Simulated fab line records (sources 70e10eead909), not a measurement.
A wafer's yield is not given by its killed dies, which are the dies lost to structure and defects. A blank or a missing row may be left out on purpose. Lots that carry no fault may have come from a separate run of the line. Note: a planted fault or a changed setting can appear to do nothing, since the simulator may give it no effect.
Chamber matching	flow nand harc	NHARC_A_CHANNEL_FILL_D2_ALD_25 on ald hk-03 has 4 sister chambers
The step deposits SiOx, target thk 60 nm, pulse time 10 s, ald cycles 600. 8 wafers are shown with their chamber, then 6 later ones without.

== EACH WAFER AND ITS CHAMBER ==
wafer	chamber	heater power w (W)	precursor pulse height rel
L580.3	2	501	1.000
L591.6	0	512	1.020
L593.4	0	514	1.014
L596.3	2	490	1.008
L596.5	3	506	1.005
L598.2	1	462	0.973
L598.1	3	505	0.984
L598.6	1	447	0.988

== WAFERS WITHOUT THEIR CHAMBER ==
wafer	heater power w (W)	precursor pulse height rel
L599.1	506	0.987
L599.5	489	1.029
L599.6	453	0.966
L601.1	485	0.978
L601.3	445	1.016
L601.5	515	0.990

== THE CHAMBER EACH PASSED THROUGH ==
wafer	from the rows above	in truth
L599.1	can't be placed: 3 or 2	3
L599.5	can't be placed: 2 or 0 or 3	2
L599.6	1	1
L601.1	can't be placed: 2 or 3 or 1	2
L601.3	1	1
L601.5	can't be placed: 3 or 0 or 2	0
2 of 6 placed correctly. These rows do not allow placing 4 (true chamber among the candidates in 4). Number placed wrongly: 0.
How it was worked out, from the rows above alone: a wafer's distance from a chamber is the root of the sum, over the readings, of the square of ((its reading less the chamber's mean) divided by the reading's scatter). If the next closest chamber is less than 2 further off than the closest, the wafer can't be placed; otherwise it belongs to the closest. The mean given for a chamber averages the wafers shown for that chamber. The scatter is the square root of a quotient: the sum, over the shown wafers, of each reading's squared deviation from its chamber's mean, divided by wafers minus chambers.
